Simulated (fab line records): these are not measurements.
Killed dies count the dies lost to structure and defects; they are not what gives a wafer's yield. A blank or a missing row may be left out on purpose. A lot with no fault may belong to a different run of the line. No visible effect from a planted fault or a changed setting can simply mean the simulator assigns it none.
Which tool was responsible? + flow n5Finfet + 14 lots, 39 wafers sampled, at 5 steps of a route of 1938

== WHAT EACH GAUGE READ, for each wafer ==
N5_SD_EPI_P_EPI_MEAS_23. Usual: 60.8 nm for thkNm, sd 1.4.
| lot  | measured    | on           | thkNm (nm)     | flag |
|------|-------------|--------------|----------------|------|
| L148 | day 3 09:18 | filmMetro-02 | 62.1 62.5 63.4 |      |
| L149 | day 3 14:58 | filmMetro-01 | 60.0 61.1 61.6 |      |
| L150 | day 3 22:20 | filmMetro-01 | 62.7 60.2 62.8 |      |
| L151 | day 4 04:25 | filmMetro-02 | 63.0 61.5 62.5 |      |
| L152 | day 4 07:12 | filmMetro-02 | 61.9 61.5 62.2 |      |
| L153 | day 4 15:28 | filmMetro-02 | 60.9 61.8 63.2 |      |
| L156 | day 5 12:56 | filmMetro-02 | 61.8 62.6 61.2 |      |
| L160 | day 6 09:29 | filmMetro-02 | 62.2 60.8      |      |
| L161 | day 6 19:44 | filmMetro-02 | 61.6 86.3      | OFF  |
| L164 | day 7 11:45 | filmMetro-01 | 58.6 59.9 84.9 | OFF  |
| L165 | day 7 16:23 | filmMetro-02 | 62.0 61.2      |      |
| L167 | day 8 04:25 | filmMetro-01 | 62.1 59.5 62.2 |      |
| L168 | day 8 07:57 | filmMetro-01 | 62.8 61.2 60.3 |      |
| L170 | day 9 00:46 | filmMetro-02 | 60.0 60.1 58.5 |      |

== WHAT TOOL EACH LOT RAN ON (gives the tool, then ch and the chambers of the sampled wafers, and finally the start) ==
| lot  | N5_SD_EPI_N_SD_RECESS_17       | N5_SD_EPI_N_VAPOR_ETCH_50     | N5_SD_EPI_N_LINER_46            | N5_SD_EPI_P_EPI_21            |
|------|--------------------------------|-------------------------------|---------------------------------|-------------------------------|
| L148 | rieSi-03 ch 1,2,3, day 3 01:56 | epiRpcvd-03 ch 0, day 3 02:44 | aldSin-02 ch 0,1,2, day 3 05:01 | epiRpcvd-03 ch 0, day 3 07:06 |
| L149 | rieSi-05 ch 0,3, day 3 07:33   | epiRpcvd-04 ch 0, day 3 08:23 | aldSin-01 ch 2,3, day 3 10:40   | epiRpcvd-03 ch 0, day 3 13:07 |
| L150 | rieSi-05 ch 1,2, day 3 14:58   | epiRpcvd-01 ch 0, day 3 15:48 | aldSin-01 ch 1,2, day 3 18:03   | epiRpcvd-03 ch 0, day 3 20:29 |
| L151 | rieSi-05 ch 0,2,3, day 3 21:14 | epiRpcvd-01 ch 0, day 3 22:02 | aldSin-02 ch 0,2, day 4 00:14   | epiRpcvd-02 ch 0, day 4 02:11 |
| L152 | rieSi-02 ch 0,1,3, day 3 23:53 | epiRpcvd-03 ch 0, day 4 00:43 | aldSin-04 ch 0,3, day 4 02:55   | epiRpcvd-04 ch 0, day 4 05:22 |
| L153 | rieSi-03 ch 1,2,3, day 4 07:08 | epiRpcvd-03 ch 0, day 4 07:57 | aldSin-01 ch 1,2,3, day 4 11:15 | epiRpcvd-04 ch 0, day 4 13:16 |
| L156 | rieSi-02 ch 1,2,3, day 5 05:19 | epiRpcvd-04 ch 0, day 5 06:16 | aldSin-01 ch 2,3, day 5 08:39   | epiRpcvd-04 ch 0, day 5 11:05 |
| L160 | rieSi-03 ch 0,2, day 6 01:27   | epiRpcvd-01 ch 0, day 6 02:25 | aldSin-01 ch 0,2, day 6 05:12   | epiRpcvd-04 ch 0, day 6 07:38 |
| L161 | rieSi-05 ch 0,3, day 6 09:43   | epiRpcvd-03 ch 0, day 6 10:58 | aldSin-04 ch 1,3, day 6 14:32   | epiRpcvd-03 ch 0, day 6 18:15 |
| L164 | rieSi-05 ch 0,1,2, day 7 02:23 | epiRpcvd-03 ch 0, day 7 03:27 | aldSin-02 ch 0,1, day 7 06:09   | epiRpcvd-03 ch 0, day 7 10:15 |
| L165 | rieSi-02 ch 0,1, day 7 08:09   | epiRpcvd-01 ch 0, day 7 08:58 | aldSin-02 ch 0,2, day 7 11:16   | epiRpcvd-02 ch 0, day 7 13:28 |
| L167 | rieSi-02 ch 1,2,3, day 7 20:22 | epiRpcvd-01 ch 0, day 7 21:10 | aldSin-04 ch 0,2,3, day 7 23:25 | epiRpcvd-02 ch 0, day 8 01:29 |
| L168 | rieSi-03 ch 0,1, day 8 00:39   | epiRpcvd-01 ch 0, day 8 01:33 | aldSin-02 ch 0,1,2, day 8 03:40 | epiRpcvd-04 ch 0, day 8 06:50 |
| L170 | rieSi-03 ch 0,1,2, day 8 16:04 | epiRpcvd-04 ch 0, day 8 17:07 | aldSin-01 ch 0,2,3, day 8 19:46 | epiRpcvd-04 ch 0, day 8 21:50 |
- N5_SD_EPI_N_SD_RECESS_17: chemistry HBr/Cl2/O2, target depth 41 nm, time 23.7 s, bt time 3 s.
- N5_SD_EPI_N_VAPOR_ETCH_50: etches Si in HCl, time 54 s.
- N5_SD_EPI_N_LINER_46: material SiNx, target thk 3 nm.
- N5_SD_EPI_P_EPI_21: deposits SiGe:B, time 355 s.

== AS READ BY THE TOOLS THEMSELVES (means over the sampled wafers that have a number; for cases with no such wafer, the mark the record gives instead) ==
N5_SD_EPI_N_SD_RECESS_17. Usual: drypumpMotorCurrentA 5.8 A, standard deviation 0.51; oesProductAu 1.010 a.u., standard deviation 0.016; rfFwdPowerW 795.8 W, standard deviation 2.7; throttleValvePct 37.1 %, standard deviation 0.42.
| lot  | tool     | drypumpMotorCurrentA (A) | oesProductAu (a.u.) | rfFwdPowerW (W) | throttleValvePct (%) | flag |
|------|----------|--------------------------|---------------------|-----------------|----------------------|------|
| L148 | rieSi-03 | 6.2                      | 1.010               | 794.0           | 37.2                 |      |
| L149 | rieSi-05 | 5.9                      | 1.002               | 798.0           | 37.5                 |      |
| L150 | rieSi-05 | 5.7                      | 1.018               | 793.8           | 36.8                 |      |
| L151 | rieSi-05 | 6.0                      | 1.012               | 799.0           | 37.4                 |      |
| L152 | rieSi-02 | 5.2                      | 0.994               | 793.7           | 37.2                 |      |
| L153 | rieSi-03 | 6.2                      | 1.012               | 796.1           | 37.2                 |      |
| L156 | rieSi-02 | 5.4                      | 1.008               | 797.5           | 36.8                 |      |
| L160 | rieSi-03 | 6.0                      | 1.016               | 796.5           | 37.1                 |      |
| L161 | rieSi-05 | 6.0                      | 0.999               | 797.0           | 37.5                 |      |
| L164 | rieSi-05 | 5.7                      | 1.019               | 792.6           | 37.2                 |      |
| L165 | rieSi-02 | 5.2                      | 0.991               | 795.8           | 37.0                 |      |
| L167 | rieSi-02 | 5.4                      | 1.006               | 796.7           | 36.8                 |      |
| L168 | rieSi-03 | 5.6                      | 1.017               | 793.1           | 37.0                 |      |
| L170 | rieSi-03 | 5.9                      | 1.010               | 797.6           | 37.2                 |      |

N5_SD_EPI_N_VAPOR_ETCH_50. Usual: 12.2 % for throttleValvePct, sd 0.35.
| lot  | tool        | throttleValvePct (%) | flag |
|------|-------------|----------------------|------|
| L148 | epiRpcvd-03 | 12.6                 |      |
| L149 | epiRpcvd-04 | 11.9                 |      |
| L150 | epiRpcvd-01 | 11.9                 |      |
| L151 | epiRpcvd-01 | 12.0                 |      |
| L152 | epiRpcvd-03 | 12.5                 |      |
| L153 | epiRpcvd-03 | 12.5                 |      |
| L156 | epiRpcvd-04 | 11.8                 |      |
| L160 | epiRpcvd-01 | 12.1                 |      |
| L161 | epiRpcvd-03 | 12.4                 |      |
| L164 | epiRpcvd-03 | 12.4                 |      |
| L165 | epiRpcvd-01 | 11.9                 |      |
| L167 | epiRpcvd-01 | 12.0                 |      |
| L168 | epiRpcvd-01 | 11.9                 |      |
| L170 | epiRpcvd-04 | 11.8                 |      |

N5_SD_EPI_N_LINER_46. Usual: 799 W for heaterPowerW, sd 110.
| lot  | tool      | heaterPowerW (W) | flag |
|------|-----------|------------------|------|
| L148 | aldSin-02 | 791              |      |
| L149 | aldSin-01 | 834              |      |
| L150 | aldSin-01 | 805              |      |
| L151 | aldSin-02 | 891              |      |
| L152 | aldSin-04 | 797              |      |
| L153 | aldSin-01 | 802              |      |
| L156 | aldSin-01 | 919              |      |
| L160 | aldSin-01 | 859              |      |
| L161 | aldSin-04 | 773              |      |
| L164 | aldSin-02 | 792              |      |
| L165 | aldSin-02 | 851              |      |
| L167 | aldSin-04 | 826              |      |
| L168 | aldSin-02 | 790              |      |
| L170 | aldSin-01 | 825              |      |

== THE ANSWER, worked out from the rows above alone ==
Rule: a lot counts as off when the mean over its wafers that have a number is more than 3 standard deviations away from the usual mean. Also off: a lot with no number at a reading for which 4 or more lots have one. All remaining lots with rows at the step are treated as sound. Order of review: gauges by route order, followed by the tools' own readings, for which a lot's mean as printed above is used. At the first step where some lot is off, the reading lying furthest off is the one used; lots without a number count as furthest.
Off: L161, L164 (N5_SD_EPI_P_EPI_MEAS_23, thkNm).
If a tool, at a process step before that reading, ran all the lots that are off and no sound lot after the first of them, it fits. Those tools and the gauges at N5_SD_EPI_P_EPI_MEAS_23 are tried in the same way. Can't be told from this: 2 tools fit, rieSi-05 at N5_SD_EPI_N_SD_RECESS_17, epiRpcvd-03 at N5_SD_EPI_N_VAPOR_ETCH_50 and N5_SD_EPI_P_EPI_21.

== WHAT THE SIMULATOR HAD PUT IN ==
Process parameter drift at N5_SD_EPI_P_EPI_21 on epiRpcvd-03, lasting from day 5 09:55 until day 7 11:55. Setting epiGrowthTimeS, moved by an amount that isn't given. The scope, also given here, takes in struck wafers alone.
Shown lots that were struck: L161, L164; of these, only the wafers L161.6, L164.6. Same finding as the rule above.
